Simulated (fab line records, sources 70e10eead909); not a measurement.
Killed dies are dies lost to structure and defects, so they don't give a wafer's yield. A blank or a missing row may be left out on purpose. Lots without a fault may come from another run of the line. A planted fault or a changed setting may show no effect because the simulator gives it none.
Chamber matching | flow nand_harc | NHARC_A_M1_DEP_33 on pecvd-04: 3 sister chambers
The step deposits SiCN, target thk 30 nm. 6 wafers are shown with their chamber, then 7 later ones without.

WAFERS WITH THEIR CHAMBER
wafer  | chamber | heater_power_w (W)
L078.1 | 2       | 569
L082.1 | 1       | 691
L082.4 | 2       | 526
L082.6 | 1       | 698
L081.2 | 0       | 584
L081.5 | 0       | 574

WAFERS WITHOUT THEIR CHAMBER
wafer  | heater_power_w (W)
L081.6 | 717
L086.3 | 721
L086.4 | 637
L086.5 | 575
L093.2 | 616
L093.3 | 602
L093.6 | 621

WHICH CHAMBER EACH WENT THROUGH
wafer  | from the rows above          | in truth
L081.6 | 1                            | 1
L086.3 | 1                            | 1
L086.4 | can't be placed: 1 or 0 or 2 | 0
L086.5 | can't be placed: 0 or 2      | 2
L093.2 | can't be placed: 0 or 2      | 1
L093.3 | can't be placed: 0 or 2      | 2
L093.6 | can't be placed: 0 or 1 or 2 | 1
Placed correctly: 2 of 7. Can't be placed from these rows: 5 (the true chamber is among the candidates in 4). Placed wrongly: 0.
How it was worked out, from the rows above alone: a wafer's distance from a chamber is the root of the sum, over the readings, of the square of ((its reading less the chamber's mean) divided by the reading's scatter). The wafer belongs to the nearest chamber; if the next one is less than 2 further off, it can't be placed. A chamber's mean is the mean of its shown wafers. The scatter: the root of (the sum of the squares of (reading less its chamber's mean) over the shown wafers, divided by (wafers less chambers)).
